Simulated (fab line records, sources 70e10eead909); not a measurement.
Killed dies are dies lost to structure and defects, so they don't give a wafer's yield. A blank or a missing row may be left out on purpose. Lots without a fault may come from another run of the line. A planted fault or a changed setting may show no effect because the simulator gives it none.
Which tool did it? | flow nand_harc | 12 lots, 36 wafers sampled, at 5 steps of a route of 1159

WHAT THE GAUGES READ, wafer by wafer
NHARC_A_CONTACT_CD_MEAS_08: target cd 100 nm. Usual: cd_nm 100.1 nm, standard deviation 0.61.
lot  | measured     | on        | cd_nm (nm)        | flag
L114 | day 18 03:46 | cd_sem-02 | 99.1 99.9 99.9    |
L113 | day 18 12:43 | cd_sem-01 | 99.3 100.1 98.8   |
L115 | day 18 19:37 | cd_sem-01 | 99.5 99.3 99.1    |
L118 | day 19 02:56 | cd_sem-02 | 98.6 99.9 99.4    |
L117 | day 19 09:18 | cd_sem-03 | 100.1 100.5 99.6  |
L127 | day 20 14:22 | cd_sem-02 | 100.4 100.6 101.4 |
L126 | day 21 12:51 | cd_sem-01 | 99.3 100.5 99.9   |
L128 | day 21 17:38 | cd_sem-01 | 99.7 99.6 99.6    |
L134 | day 21 23:06 | cd_sem-01 | 100.7 101.1 100.5 |
L132 | day 21 23:35 | cd_sem-03 | 100.1 100.1 100.1 |
L133 | day 22 04:07 | cd_sem-03 | 99.8 99.6 99.7    |
L135 | day 23 00:33 | cd_sem-03 | 99.7 99.7 99.2    |

NHARC_A_CONTACT_OVL_MEAS_09. Usual: overlay_x_nm 0.1 nm, standard deviation 0.79; overlay_y_nm 0.2 nm, standard deviation 1.
lot  | measured     | on         | overlay_x_nm (nm) | overlay_y_nm (nm) | flag
L114 | day 18 03:52 | overlay-02 | 0.0 0.8 0.2       | 1.9 1.1 2.1       |
L113 | day 18 12:48 | overlay-01 | 0.3 1.0 0.4       | 0.9 0.6 0.1       |
L115 | day 18 19:42 | overlay-01 | -0.4 -0.8 -0.3    | -0.7 0.0 -0.8     |
L118 | day 19 03:02 | overlay-01 | -0.5 -0.6 -0.2    | 0.4 0.1 0.1       |
L117 | day 19 09:23 | overlay-01 | 0.1 -0.2 0.3      | 1.5 1.4 0.7       |
L127 | day 20 14:27 | overlay-01 | 0.8 1.0 0.6       | 0.9 0.5 1.1       |
L126 | day 21 12:56 | overlay-02 | 1.7 2.1 1.6       | -0.7 -0.5 -0.1    |
L128 | day 21 17:43 | overlay-01 | 1.5 1.5 1.3       | 2.0 2.1 1.6       |
L134 | day 21 23:13 | overlay-02 | -0.6 -0.2 0.4     | -0.2 -0.6 -0.4    |
L132 | day 21 23:40 | overlay-01 | -0.5 -0.9 -0.8    | -0.5 0.3 0.0      |
L133 | day 22 04:12 | overlay-02 | 2.1 2.2 1.8       | 0.0 0.1 0.2       |
L135 | day 23 00:38 | overlay-01 | -0.4 -0.3 -0.2    | -1.0 -1.0 -0.8    |

NHARC_END_SORT_01. Usual: killed_at_array 29, standard deviation 9.4; killed_at_other 0.7, standard deviation 1.3; killed_at_periphery 2.9, standard deviation 2.1; killed_dies 32, standard deviation 9; killed_open 3.3, standard deviation 1.8; killed_short 1.9, standard deviation 1.4.
lot  | measured     | on        | killed_at_array | killed_at_other | killed_at_periphery | killed_dies | killed_open | killed_short | flag
L127 | day 23 09:14 | prober-01 | 667 667 672     | 6 7 4           | 4 3 1               | 677 677 677 | 6 4 3       | 3 2 1        | OFF
L126 | day 24 05:20 | prober-02 | 674 677 674     | 0 0 2           | 3 0 1               | 677 677 677 | 2 0 4       | 3 1 1        | OFF

WHICH TOOL RAN EACH LOT (tool, then ch and the chambers of the sampled wafers, then the start)
lot  | NHARC_A_CONTACT_ETCH_31            | NHARC_A_CONTACT_ETCH_98
L114 | rie_diel-12 ch 0,2, day 18 05:02   | rie_diel-13 ch 0,2, no start
L113 | rie_diel-09 ch 0,2, day 18 13:32   | rie_diel-12 ch 0,2,3, no start
L115 | rie_diel-12 ch 1,2, day 18 20:26   | rie_diel-12 ch 0,1,2, no start
L118 | rie_diel-13 ch 0,1,3, day 19 03:53 | rie_diel-13 ch 0,2,3, no start
L117 | rie_diel-12 ch 0,1,3, day 19 10:09 | rie_diel-12 ch 1,2,3, no start
L127 | rie_diel-12 ch 1,2, day 20 15:14   | rie_diel-12 ch 2,3, day 23 09:14 or earlier
L126 | rie_diel-12 ch 0,1,3, day 21 13:40 | rie_diel-12 ch 0,2,3, day 24 05:20 or earlier
L128 | rie_diel-09 ch 0,1,2, day 21 18:26 | rie_diel-12 ch 0,1,3, no start
L134 | rie_diel-13 ch 1,3, day 22 00:09   | rie_diel-09 ch 0,2, no start
L132 | rie_diel-13 ch 1,2,3, day 22 00:29 | rie_diel-09 ch 2,3, no start
L133 | rie_diel-09 ch 1,2,3, day 22 04:56 | rie_diel-12 ch 1,3, no start
L135 | rie_diel-09 ch 1,2,3, day 23 01:33 | rie_diel-12 ch 0,1,3, no start
- NHARC_A_CONTACT_ETCH_31: etches the open film in O2/COS, target depth 2000 nm, time 520 s.
- NHARC_A_CONTACT_ETCH_98: etches the open film in C4F6/O2, target depth 20 nm, time 10 s.

WHAT THE TOOLS THEMSELVES READ (means of the sampled wafers that have a number; where no wafer has one, the mark that the record gives instead)
NHARC_A_CONTACT_ETCH_31. Usual: chamber_pressure_mTorr 20.002 mTorr, standard deviation 0.019; drypump_motor_current_A 5.8 A, standard deviation 0.49; o2_flow_sccm 400.1 sccm, standard deviation 1.2; oes_product_au 1.001 a.u., standard deviation 0.0082; rf_vpp_V 314.8 V, standard deviation 1.8; run_length_s 541.2 s, standard deviation 0.45; showerhead_plenum_p_Torr 3.17 Torr, standard deviation 0.11; throttle_valve_pct 28.329 %, standard deviation 0.0086.
lot  | tool        | chamber_pressure_mTorr (mTorr) | drypump_motor_current_A (A) | o2_flow_sccm (sccm) | oes_product_au (a.u.) | rf_vpp_V (V) | run_length_s (s) | showerhead_plenum_p_Torr (Torr) | throttle_valve_pct (%) | flag
L114 | rie_diel-12 | 19.994                         | 6.0                         | 401.4               | 1.002                 | 315.8        | 540.9            | 3.24                            | 28.335                 |
L113 | rie_diel-09 | 19.997                         | 5.5                         | 400.4               | 1.002                 | 314.0        | 540.9            | 3.11                            | 28.322                 |
L115 | rie_diel-12 | 20.025                         | 6.3                         | 399.8               | 1.006                 | 316.3        | 541.3            | 3.28                            | 28.329                 |
L118 | rie_diel-13 | 19.991                         | 5.7                         | 399.4               | 1.004                 | 315.0        | 541.4            | 3.19                            | 28.332                 |
L117 | rie_diel-12 | 20.002                         | 5.6                         | 399.8               | 0.991                 | 314.9        | 541.2            | 3.19                            | 28.326                 |
L127 | rie_diel-12 | 19.992                         | 6.3                         | 399.9               | 0.999                 | 316.3        | 390.6            | 3.28                            | 28.332                 | OFF
L126 | rie_diel-12 | 20.000                         | 5.6                         | 400.3               | 1.003                 | 315.2        | 390.8            | 3.18                            | 28.319                 | OFF
L128 | rie_diel-09 | 20.006                         | 6.0                         | 399.8               | 0.997                 | 315.6        | 541.1            | 3.21                            | 28.336                 |
L134 | rie_diel-13 | 20.019                         | 5.5                         | 399.5               | 1.003                 | 314.5        | 541.4            | 3.14                            | 28.342                 |
L132 | rie_diel-13 | 20.003                         | 5.8                         | 400.2               | 1.004                 | 315.2        | 541.2            | 3.11                            | 28.332                 |
L133 | rie_diel-09 | 20.018                         | 5.8                         | 400.3               | 0.995                 | 314.7        | 541.9            | 3.14                            | 28.329                 |
L135 | rie_diel-09 | 19.980                         | 5.8                         | 400.5               | 0.992                 | 313.8        | 541.4            | 3.14                            | 28.335                 |

NHARC_A_CONTACT_ETCH_98. Usual: chamber_pressure_mTorr 30.005 mTorr, standard deviation 0.028; drypump_motor_current_A 5.8 A, standard deviation 0.49; o2_flow_sccm 19.99 sccm, standard deviation 0.057; oes_product_au 0.955 a.u., standard deviation 0.018; rf_vpp_V 548.7 V, standard deviation 2.8; run_length_s 31.0 s, standard deviation 0.37; showerhead_plenum_p_Torr 4.01 Torr, standard deviation 0.13; throttle_valve_pct 26.904 %, standard deviation 0.0093.
lot  | tool        | chamber_pressure_mTorr (mTorr) | drypump_motor_current_A (A) | o2_flow_sccm (sccm) | oes_product_au (a.u.) | rf_vpp_V (V) | run_length_s (s) | showerhead_plenum_p_Torr (Torr) | throttle_valve_pct (%) | flag
L114 | rie_diel-13 | 30.005                         | 6.2                         | 20.00               | 0.954                 | 544.8        | 31.3             | 3.82                            | 26.907                 |
L113 | rie_diel-12 | 30.034                         | 5.7                         | 19.98               | 0.949                 | 549.6        | 30.8             | 4.04                            | 26.915                 |
L115 | rie_diel-12 | 30.012                         | 6.0                         | 19.96               | 0.956                 | 548.4        | 31.1             | 4.03                            | 26.911                 |
L118 | rie_diel-13 | 29.999                         | 5.9                         | 20.01               | 0.951                 | 545.1        | 31.0             | 3.86                            | 26.907                 |
L117 | rie_diel-12 | 30.004                         | 5.9                         | 19.95               | 0.939                 | 550.3        | 31.0             | 4.09                            | 26.902                 |
L127 | rie_diel-12 | 30.000                         | 6.0                         | 19.99               | 0.947                 | 551.4        | 31.1             | 4.13                            | 26.903                 |
L126 | rie_diel-12 | 30.001                         | 5.6                         | 19.97               | 0.962                 | 549.2        | 30.9             | 4.03                            | 26.901                 |
L128 | rie_diel-12 | 30.032                         | 5.6                         | 19.96               | 0.947                 | 547.6        | 30.9             | 3.99                            | 26.902                 |
L134 | rie_diel-09 | 29.972                         | 5.5                         | 19.99               | 0.996                 | 550.1        | 30.4             | 4.08                            | 26.910                 |
L132 | rie_diel-09 | 29.992                         | 5.3                         | 20.07               | 0.932                 | 548.2        | 30.8             | 4.00                            | 26.899                 |
L133 | rie_diel-12 | 29.980                         | 5.6                         | 20.03               | 0.929                 | 549.3        | 30.9             | 4.06                            | 26.915                 |
L135 | rie_diel-12 | 30.016                         | 5.6                         | 20.00               | 0.959                 | 548.1        | 31.0             | 3.99                            | 26.903                 |

THE ANSWER, worked out from the rows above alone
Rule: a lot is off if the mean of its wafers that have a number lies more than 3 standard deviations from the usual mean. A lot without any number at a reading at which 4 lots or more have one is off too. The other lots that the step has rows for count as sound. The gauges are gone through in route order, then the tools' own readings, and for those a lot's mean is taken as printed above. The first step at which some lot is off is used, and at that step the reading that is off furthest; a lot without a number counts as furthest.
Off: L127, L126, at NHARC_END_SORT_01 (killed_dies). Neither off nor sound, because the step has no rows for them: L114, L113, L115, L118, L117, L128, L134, L132, L133, L135.
A tool fits if, at a process step before that reading, it ran every lot that is off, and no sound lot after the first of them. The gauges at NHARC_END_SORT_01 aren't tried: what is off there is off at NHARC_A_CONTACT_ETCH_31 too, on other tools, and a gauge's error can't cause that. NHARC_A_CONTACT_ETCH_98 gives no start for some lots, so the hours and the order of its lots are those of NHARC_END_SORT_01. One fits: rie_diel-12 at NHARC_A_CONTACT_ETCH_31 and NHARC_A_CONTACT_ETCH_98. It ran no sound lot before its first lot that is off in this sample, so the start can't be narrowed down.

WHAT THE SIMULATOR HAD PUT IN
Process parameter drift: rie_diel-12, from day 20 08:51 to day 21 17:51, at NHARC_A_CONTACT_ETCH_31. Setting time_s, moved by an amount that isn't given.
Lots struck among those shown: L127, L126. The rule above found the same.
